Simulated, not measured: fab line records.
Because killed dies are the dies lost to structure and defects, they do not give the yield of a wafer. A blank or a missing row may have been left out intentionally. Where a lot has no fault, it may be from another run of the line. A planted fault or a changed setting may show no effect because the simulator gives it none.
What tool caused it? / flow n5Finfet / 72 wafers from 24 lots sampled at 4 of the route's 1938 steps

WHAT EACH GAUGE READ, for each wafer
N5_BEOL_M5_THK_MEAS_53: measures by xrf. Usual: M5_THK gives 62.6 nm (standard deviation 2).
lot=L074; measured=day 8 11:54; on=filmMetro-01; M5_THK (nm)=62.0 62.9 62.4; flag=
lot=L075; measured=day 8 14:50; on=filmMetro-02; M5_THK (nm)=60.1 61.7 60.0; flag=
lot=L076; measured=day 8 17:33; on=filmMetro-02; M5_THK (nm)=59.4 63.6 61.5; flag=
lot=L077; measured=day 8 21:14; on=filmMetro-02; M5_THK (nm)=63.5 62.5 61.5; flag=
lot=L078; measured=day 9 09:38; on=filmMetro-02; M5_THK (nm)=62.6 63.2 61.4; flag=
lot=L079; measured=day 9 14:36; on=filmMetro-01; M5_THK (nm)=62.2 63.4 62.2; flag=
lot=L080; measured=day 9 15:57; on=filmMetro-02; M5_THK (nm)=58.1 61.0 59.5; flag=
lot=L081; measured=day 10 01:28; on=filmMetro-02; M5_THK (nm)=59.4 59.7 59.3; flag=
lot=L082; measured=day 10 07:14; on=filmMetro-01; M5_THK (nm)=63.7 64.2 64.7; flag=
lot=L083; measured=day 10 12:57; on=filmMetro-02; M5_THK (nm)=63.1 63.8 61.2; flag=
lot=L084; measured=day 10 13:25; on=filmMetro-02; M5_THK (nm)=63.3 64.0 63.1; flag=
lot=L085; measured=day 11 06:49; on=filmMetro-02; M5_THK (nm)=61.1 61.6 62.9; flag=
lot=L086; measured=day 11 15:17; on=filmMetro-02; M5_THK (nm)=65.2 63.4 66.0; flag=
lot=L087; measured=day 11 20:23; on=filmMetro-02; M5_THK (nm)=64.1 63.3 61.9; flag=
lot=L089; measured=day 11 21:29; on=filmMetro-02; M5_THK (nm)=61.9 61.0 61.6; flag=
lot=L088; measured=day 12 19:43; on=filmMetro-02; M5_THK (nm)=65.0 61.5 66.1; flag=
lot=L090; measured=day 13 03:56; on=filmMetro-01; M5_THK (nm)=64.6 64.1 61.3; flag=
lot=L092; measured=day 13 05:11; on=filmMetro-02; M5_THK (nm)=65.2 62.5 66.1; flag=
lot=L091; measured=day 13 05:49; on=filmMetro-01; M5_THK (nm)=62.1 60.9 61.8; flag=
lot=L093; measured=day 14 01:14; on=filmMetro-02; M5_THK (nm)=63.0 62.4 62.0; flag=
lot=L094; measured=day 14 01:16; on=filmMetro-01; M5_THK (nm)=66.6 62.8 63.9; flag=
lot=L097; measured=day 14 10:57; on=filmMetro-01; M5_THK (nm)=63.2 65.9 63.9; flag=
lot=L095; measured=day 14 10:58; on=filmMetro-02; M5_THK (nm)=63.6 58.9 63.9; flag=
lot=L096; measured=day 14 17:04; on=filmMetro-01; M5_THK (nm)=65.6 65.0 64.9; flag=

WHAT TOOL EACH LOT RAN ON (gives the tool, then ch and the chambers of the sampled wafers, and finally the start)
lot=L074; N5_BEOL_M5_DESCUM_33=rieDiel-02 ch 0,2,3, day 8 04:29; N5_BEOL_M5_ALD_86=aldMetal-02 ch 1,2, day 8 05:50; N5_BEOL_M5_ANNEAL_84=pvdSputter-03, day 8 09:01
lot=L075; N5_BEOL_M5_DESCUM_33=rieDiel-01 ch 0,2,3, day 8 07:35; N5_BEOL_M5_ALD_86=aldMetal-03 ch 0,1,2, day 8 09:03; N5_BEOL_M5_ANNEAL_84=pvdSputter-02, day 8 11:57
lot=L076; N5_BEOL_M5_DESCUM_33=rieDiel-02 ch 0,1,2, day 8 10:14; N5_BEOL_M5_ALD_86=aldMetal-03 ch 0,1,2, day 8 11:39; N5_BEOL_M5_ANNEAL_84=pvdSputter-03, day 8 14:40
lot=L077; N5_BEOL_M5_DESCUM_33=rieDiel-06 ch 1,2,3, day 8 13:31; N5_BEOL_M5_ALD_86=aldMetal-01 ch 1,2, day 8 15:05; N5_BEOL_M5_ANNEAL_84=pvdSputter-01, day 8 17:56
lot=L078; N5_BEOL_M5_DESCUM_33=rieDiel-02 ch 0,2,3, day 9 02:32; N5_BEOL_M5_ALD_86=aldMetal-02 ch 1,2, day 9 03:43; N5_BEOL_M5_ANNEAL_84=pvdSputter-03, day 9 06:43
lot=L079; N5_BEOL_M5_DESCUM_33=rieDiel-01 ch 0,1,3, day 9 05:02; N5_BEOL_M5_ALD_86=aldMetal-03 ch 0,2, day 9 06:26; N5_BEOL_M5_ANNEAL_84=pvdSputter-03, day 9 11:32
lot=L080; N5_BEOL_M5_DESCUM_33=rieDiel-01 ch 0,3, day 9 08:43; N5_BEOL_M5_ALD_86=aldMetal-03 ch 0,2, day 9 10:07; N5_BEOL_M5_ANNEAL_84=pvdSputter-02, day 9 12:56
lot=L081; N5_BEOL_M5_DESCUM_33=rieDiel-02 ch 2,3, day 9 18:13; N5_BEOL_M5_ALD_86=aldMetal-01 ch 1,2,3, day 9 19:37; N5_BEOL_M5_ANNEAL_84=pvdSputter-02, day 9 22:34
lot=L082; N5_BEOL_M5_DESCUM_33=rieDiel-06 ch 2,3, day 10 00:04; N5_BEOL_M5_ALD_86=aldMetal-02 ch 0,2,3, day 10 01:23; N5_BEOL_M5_ANNEAL_84=pvdSputter-01, day 10 04:15
lot=L083; N5_BEOL_M5_DESCUM_33=rieDiel-01 ch 0,3, day 10 04:31; N5_BEOL_M5_ALD_86=aldMetal-03 ch 0,1, day 10 07:21; N5_BEOL_M5_ANNEAL_84=pvdSputter-03, day 10 10:03
lot=L084; N5_BEOL_M5_DESCUM_33=rieDiel-01 ch 0,1,3, day 10 06:41; N5_BEOL_M5_ALD_86=aldMetal-02 ch 0,1, day 10 07:48; N5_BEOL_M5_ANNEAL_84=pvdSputter-01, day 10 10:31
lot=L085; N5_BEOL_M5_DESCUM_33=rieDiel-01 ch 1,3, day 10 21:53; N5_BEOL_M5_ALD_86=aldMetal-03 ch 1,2, day 10 23:11; N5_BEOL_M5_ANNEAL_84=pvdSputter-01, day 11 03:40
lot=L086; N5_BEOL_M5_DESCUM_33=rieDiel-06 ch 0,2,3, day 11 06:12; N5_BEOL_M5_ALD_86=aldMetal-03 ch 0,2, day 11 07:34; N5_BEOL_M5_ANNEAL_84=pvdSputter-01, day 11 12:03
lot=L087; N5_BEOL_M5_DESCUM_33=rieDiel-02 ch 0,1, day 11 13:38; N5_BEOL_M5_ALD_86=aldMetal-02 ch 2,3, day 11 14:44; N5_BEOL_M5_ANNEAL_84=pvdSputter-01, day 11 17:30
lot=L089; N5_BEOL_M5_DESCUM_33=rieDiel-01 ch 0,3, day 11 13:53; N5_BEOL_M5_ALD_86=aldMetal-01 ch 0,1,3, day 11 15:03; N5_BEOL_M5_ANNEAL_84=pvdSputter-02, day 11 18:19
lot=L088; N5_BEOL_M5_DESCUM_33=rieDiel-01 ch 1,2,3, day 12 11:26; N5_BEOL_M5_ALD_86=aldMetal-02 ch 0,2,3, day 12 14:04; N5_BEOL_M5_ANNEAL_84=pvdSputter-01, day 12 16:50
lot=L090; N5_BEOL_M5_DESCUM_33=rieDiel-02 ch 0,2,3, day 12 21:16; N5_BEOL_M5_ALD_86=aldMetal-01 ch 0,1, day 12 22:19; N5_BEOL_M5_ANNEAL_84=pvdSputter-03, day 13 01:03
lot=L092; N5_BEOL_M5_DESCUM_33=rieDiel-02 ch 0,3, day 12 21:47; N5_BEOL_M5_ALD_86=aldMetal-02 ch 0,1,3, day 12 23:29; N5_BEOL_M5_ANNEAL_84=pvdSputter-01, day 13 02:17
lot=L091; N5_BEOL_M5_DESCUM_33=rieDiel-06 ch 0,3, day 12 21:59; N5_BEOL_M5_ALD_86=aldMetal-02 ch 0,1, day 12 23:43; N5_BEOL_M5_ANNEAL_84=pvdSputter-02, day 13 02:55
lot=L093; N5_BEOL_M5_DESCUM_33=rieDiel-06 ch 2,3, day 13 18:18; N5_BEOL_M5_ALD_86=aldMetal-03 ch 0,1, day 13 19:34; N5_BEOL_M5_ANNEAL_84=pvdSputter-01, day 13 22:21
lot=L094; N5_BEOL_M5_DESCUM_33=rieDiel-01 ch 0,1,2, day 13 18:21; N5_BEOL_M5_ALD_86=aldMetal-01 ch 1,3, day 13 19:35; N5_BEOL_M5_ANNEAL_84=pvdSputter-02, day 13 22:23
lot=L097; N5_BEOL_M5_DESCUM_33=rieDiel-02 ch 1,2,3, day 14 03:40; N5_BEOL_M5_ALD_86=aldMetal-03 ch 0,1,2, day 14 05:04; N5_BEOL_M5_ANNEAL_84=pvdSputter-01, day 14 07:53
lot=L095; N5_BEOL_M5_DESCUM_33=rieDiel-01 ch 2,3, day 14 03:50; N5_BEOL_M5_ALD_86=aldMetal-01 ch 1,3, day 14 05:13; N5_BEOL_M5_ANNEAL_84=pvdSputter-02, day 14 08:05
lot=L096; N5_BEOL_M5_DESCUM_33=rieDiel-06 ch 1,2,3, day 14 09:58; N5_BEOL_M5_ALD_86=aldMetal-02 ch 2,3, day 14 11:08; N5_BEOL_M5_ANNEAL_84=pvdSputter-03, day 14 14:02
- N5_BEOL_M5_DESCUM_33: chemistry O2, time 7 s.
- N5_BEOL_M5_ALD_86: deposits TaN, pulse time 2 s, purge time 3 s, co reactant purge time 2 s.
- N5_BEOL_M5_ANNEAL_84: time 1800 s.

AS READ BY THE TOOLS THEMSELVES (means over the sampled wafers that have a number; for cases with no such wafer, the mark the record gives instead)
N5_BEOL_M5_DESCUM_33. Usual: biasPowerW 20.00 W, standard deviation 0.06; drypumpMotorCurrentA 5.47 A, standard deviation 0.25; oesProductAu 0.80 a.u., standard deviation 0.096; rfVppV 243.2 V, standard deviation 1.3; showerheadPlenumPTorr 2.10 Torr, standard deviation 0.068; throttleValvePct 20.44 %, standard deviation 0.25.
lot=L074; tool=rieDiel-02; biasPowerW (W)=19.99; drypumpMotorCurrentA (A)=5.42; oesProductAu (a.u.)=0.76; rfVppV (V)=243.1; showerheadPlenumPTorr (Torr)=2.10; throttleValvePct (%)=20.37; flag=
lot=L075; tool=rieDiel-01; biasPowerW (W)=20.04; drypumpMotorCurrentA (A)=5.44; oesProductAu (a.u.)=0.76; rfVppV (V)=242.6; showerheadPlenumPTorr (Torr)=2.10; throttleValvePct (%)=20.71; flag=
lot=L076; tool=rieDiel-02; biasPowerW (W)=19.94; drypumpMotorCurrentA (A)=5.53; oesProductAu (a.u.)=0.78; rfVppV (V)=243.9; showerheadPlenumPTorr (Torr)=2.10; throttleValvePct (%)=20.35; flag=
lot=L077; tool=rieDiel-06; biasPowerW (W)=19.97; drypumpMotorCurrentA (A)=5.53; oesProductAu (a.u.)=0.76; rfVppV (V)=243.6; showerheadPlenumPTorr (Torr)=2.15; throttleValvePct (%)=20.32; flag=
lot=L078; tool=rieDiel-02; biasPowerW (W)=20.02; drypumpMotorCurrentA (A)=5.42; oesProductAu (a.u.)=0.75; rfVppV (V)=243.3; showerheadPlenumPTorr (Torr)=2.09; throttleValvePct (%)=20.36; flag=
lot=L079; tool=rieDiel-01; biasPowerW (W)=19.97; drypumpMotorCurrentA (A)=5.35; oesProductAu (a.u.)=0.86; rfVppV (V)=243.1; showerheadPlenumPTorr (Torr)=2.10; throttleValvePct (%)=20.43; flag=
lot=L080; tool=rieDiel-01; biasPowerW (W)=19.97; drypumpMotorCurrentA (A)=5.25; oesProductAu (a.u.)=0.81; rfVppV (V)=243.2; showerheadPlenumPTorr (Torr)=2.09; throttleValvePct (%)=20.66; flag=
lot=L081; tool=rieDiel-02; biasPowerW (W)=20.03; drypumpMotorCurrentA (A)=5.48; oesProductAu (a.u.)=0.78; rfVppV (V)=241.9; showerheadPlenumPTorr (Torr)=2.04; throttleValvePct (%)=20.33; flag=
lot=L082; tool=rieDiel-06; biasPowerW (W)=19.99; drypumpMotorCurrentA (A)=5.58; oesProductAu (a.u.)=0.77; rfVppV (V)=244.1; showerheadPlenumPTorr (Torr)=2.19; throttleValvePct (%)=20.22; flag=
lot=L083; tool=rieDiel-01; biasPowerW (W)=20.00; drypumpMotorCurrentA (A)=5.25; oesProductAu (a.u.)=0.81; rfVppV (V)=243.3; showerheadPlenumPTorr (Torr)=2.09; throttleValvePct (%)=20.66; flag=
lot=L084; tool=rieDiel-01; biasPowerW (W)=19.96; drypumpMotorCurrentA (A)=5.35; oesProductAu (a.u.)=0.85; rfVppV (V)=242.6; showerheadPlenumPTorr (Torr)=2.10; throttleValvePct (%)=20.43; flag=
lot=L085; tool=rieDiel-01; biasPowerW (W)=20.03; drypumpMotorCurrentA (A)=5.27; oesProductAu (a.u.)=0.88; rfVppV (V)=243.8; showerheadPlenumPTorr (Torr)=2.13; throttleValvePct (%)=20.48; flag=
lot=L086; tool=rieDiel-06; biasPowerW (W)=20.04; drypumpMotorCurrentA (A)=5.70; oesProductAu (a.u.)=0.75; rfVppV (V)=243.4; showerheadPlenumPTorr (Torr)=2.15; throttleValvePct (%)=20.34; flag=
lot=L087; tool=rieDiel-02; biasPowerW (W)=19.97; drypumpMotorCurrentA (A)=5.47; oesProductAu (a.u.)=0.86; rfVppV (V)=242.3; showerheadPlenumPTorr (Torr)=2.07; throttleValvePct (%)=20.38; flag=
lot=L089; tool=rieDiel-01; biasPowerW (W)=20.00; drypumpMotorCurrentA (A)=5.25; oesProductAu (a.u.)=0.80; rfVppV (V)=243.2; showerheadPlenumPTorr (Torr)=2.08; throttleValvePct (%)=20.69; flag=
lot=L088; tool=rieDiel-01; biasPowerW (W)=20.01; drypumpMotorCurrentA (A)=5.47; oesProductAu (a.u.)=0.92; rfVppV (V)=244.1; showerheadPlenumPTorr (Torr)=2.14; throttleValvePct (%)=20.43; flag=
lot=L090; tool=rieDiel-02; biasPowerW (W)=20.02; drypumpMotorCurrentA (A)=5.43; oesProductAu (a.u.)=0.82; rfVppV (V)=243.5; showerheadPlenumPTorr (Torr)=2.08; throttleValvePct (%)=20.26; flag=
lot=L092; tool=rieDiel-02; biasPowerW (W)=19.96; drypumpMotorCurrentA (A)=5.19; oesProductAu (a.u.)=0.85; rfVppV (V)=242.9; showerheadPlenumPTorr (Torr)=2.10; throttleValvePct (%)=20.33; flag=
lot=L091; tool=rieDiel-06; biasPowerW (W)=19.97; drypumpMotorCurrentA (A)=5.86; oesProductAu (a.u.)=0.88; rfVppV (V)=244.2; showerheadPlenumPTorr (Torr)=2.16; throttleValvePct (%)=20.18; flag=
lot=L093; tool=rieDiel-06; biasPowerW (W)=20.04; drypumpMotorCurrentA (A)=5.56; oesProductAu (a.u.)=0.74; rfVppV (V)=244.4; showerheadPlenumPTorr (Torr)=2.18; throttleValvePct (%)=20.27; flag=
lot=L094; tool=rieDiel-01; biasPowerW (W)=19.99; drypumpMotorCurrentA (A)=5.53; oesProductAu (a.u.)=0.86; rfVppV (V)=242.8; showerheadPlenumPTorr (Torr)=2.10; throttleValvePct (%)=20.41; flag=
lot=L097; tool=rieDiel-02; biasPowerW (W)=20.11; drypumpMotorCurrentA (A)=5.60; oesProductAu (a.u.)=0.77; rfVppV (V)=243.2; showerheadPlenumPTorr (Torr)=2.04; throttleValvePct (%)=20.36; flag=
lot=L095; tool=rieDiel-01; biasPowerW (W)=20.02; drypumpMotorCurrentA (A)=5.54; oesProductAu (a.u.)=0.90; rfVppV (V)=244.3; showerheadPlenumPTorr (Torr)=2.13; throttleValvePct (%)=20.61; flag=
lot=L096; tool=rieDiel-06; biasPowerW (W)=20.03; drypumpMotorCurrentA (A)=5.55; oesProductAu (a.u.)=0.72; rfVppV (V)=243.0; showerheadPlenumPTorr (Torr)=2.14; throttleValvePct (%)=20.38; flag=

N5_BEOL_M5_ALD_86. Usual: heaterPowerW 414 W, standard deviation 32.
lot=L074; tool=aldMetal-02; heaterPowerW (W)=404; flag=
lot=L075; tool=aldMetal-03; heaterPowerW (W)=413; flag=
lot=L076; tool=aldMetal-03; heaterPowerW (W)=412; flag=
lot=L077; tool=aldMetal-01; heaterPowerW (W)=419; flag=
lot=L078; tool=aldMetal-02; heaterPowerW (W)=397; flag=
lot=L079; tool=aldMetal-03; heaterPowerW (W)=410; flag=
lot=L080; tool=aldMetal-03; heaterPowerW (W)=402; flag=
lot=L081; tool=aldMetal-01; heaterPowerW (W)=425; flag=
lot=L082; tool=aldMetal-02; heaterPowerW (W)=425; flag=
lot=L083; tool=aldMetal-03; heaterPowerW (W)=417; flag=
lot=L084; tool=aldMetal-02; heaterPowerW (W)=377; flag=
lot=L085; tool=aldMetal-03; heaterPowerW (W)=416; flag=
lot=L086; tool=aldMetal-03; heaterPowerW (W)=405; flag=
lot=L087; tool=aldMetal-02; heaterPowerW (W)=423; flag=
lot=L089; tool=aldMetal-01; heaterPowerW (W)=440; flag=
lot=L088; tool=aldMetal-02; heaterPowerW (W)=426; flag=
lot=L090; tool=aldMetal-01; heaterPowerW (W)=479; flag=
lot=L092; tool=aldMetal-02; heaterPowerW (W)=398; flag=
lot=L091; tool=aldMetal-02; heaterPowerW (W)=402; flag=
lot=L093; tool=aldMetal-03; heaterPowerW (W)=402; flag=
lot=L094; tool=aldMetal-01; heaterPowerW (W)=428; flag=
lot=L097; tool=aldMetal-03; heaterPowerW (W)=420; flag=
lot=L095; tool=aldMetal-01; heaterPowerW (W)=420; flag=
lot=L096; tool=aldMetal-02; heaterPowerW (W)=423; flag=

N5_BEOL_M5_ANNEAL_84. Usual: heaterPowerW 829 W, standard deviation 63; susceptor_temp_C_max 401.0, standard deviation 0.46.
lot=L074; tool=pvdSputter-03; heaterPowerW (W)=862; susceptor_temp_C_max=401.7; flag=
lot=L075; tool=pvdSputter-02; heaterPowerW (W)=799; susceptor_temp_C_max=400.8; flag=
lot=L076; tool=pvdSputter-03; heaterPowerW (W)=863; susceptor_temp_C_max=401.2; flag=
lot=L077; tool=pvdSputter-01; heaterPowerW (W)=796; susceptor_temp_C_max=400.9; flag=
lot=L078; tool=pvdSputter-03; heaterPowerW (W)=868; susceptor_temp_C_max=401.5; flag=
lot=L079; tool=pvdSputter-03; heaterPowerW (W)=876; susceptor_temp_C_max=400.8; flag=
lot=L080; tool=pvdSputter-02; heaterPowerW (W)=790; susceptor_temp_C_max=400.6; flag=
lot=L081; tool=pvdSputter-02; heaterPowerW (W)=799; susceptor_temp_C_max=400.8; flag=
lot=L082; tool=pvdSputter-01; heaterPowerW (W)=818; susceptor_temp_C_max=401.2; flag=
lot=L083; tool=pvdSputter-03; heaterPowerW (W)=909; susceptor_temp_C_max=401.2; flag=
lot=L084; tool=pvdSputter-01; heaterPowerW (W)=832; susceptor_temp_C_max=401.2; flag=
lot=L085; tool=pvdSputter-01; heaterPowerW (W)=813; susceptor_temp_C_max=401.0; flag=
lot=L086; tool=pvdSputter-01; heaterPowerW (W)=831; susceptor_temp_C_max=401.4; flag=
lot=L087; tool=pvdSputter-01; heaterPowerW (W)=797; susceptor_temp_C_max=401.0; flag=
lot=L089; tool=pvdSputter-02; heaterPowerW (W)=750; susceptor_temp_C_max=400.8; flag=
lot=L088; tool=pvdSputter-01; heaterPowerW (W)=809; susceptor_temp_C_max=401.1; flag=
lot=L090; tool=pvdSputter-03; heaterPowerW (W)=911; susceptor_temp_C_max=401.3; flag=
lot=L092; tool=pvdSputter-01; heaterPowerW (W)=841; susceptor_temp_C_max=401.5; flag=
lot=L091; tool=pvdSputter-02; heaterPowerW (W)=765; susceptor_temp_C_max=400.8; flag=
lot=L093; tool=pvdSputter-01; heaterPowerW (W)=847; susceptor_temp_C_max=401.0; flag=
lot=L094; tool=pvdSputter-02; heaterPowerW (W)=764; susceptor_temp_C_max=400.6; flag=
lot=L097; tool=pvdSputter-01; heaterPowerW (W)=819; susceptor_temp_C_max=401.1; flag=
lot=L095; tool=pvdSputter-02; heaterPowerW (W)=767; susceptor_temp_C_max=400.5; flag=
lot=L096; tool=pvdSputter-03; heaterPowerW (W)=856; susceptor_temp_C_max=401.0; flag=

THE ANSWER, worked out from the rows above alone
Rule: lot off if the mean of its wafers having a number is beyond 3 standard deviations from the usual mean. A lot without any number at a reading at which 4 lots or more have one is off too. Any other lot the step has rows for is counted as sound. The gauges are gone through in route order, then the tools' own readings, and for those a lot's mean is taken as printed above. The first step at which some lot is off is used, and at that step the reading that is off furthest; a lot without a number counts as furthest.
None of the lots is off at any reading shown; this tells nothing.

WHAT WAS PUT IN BY THE SIMULATOR
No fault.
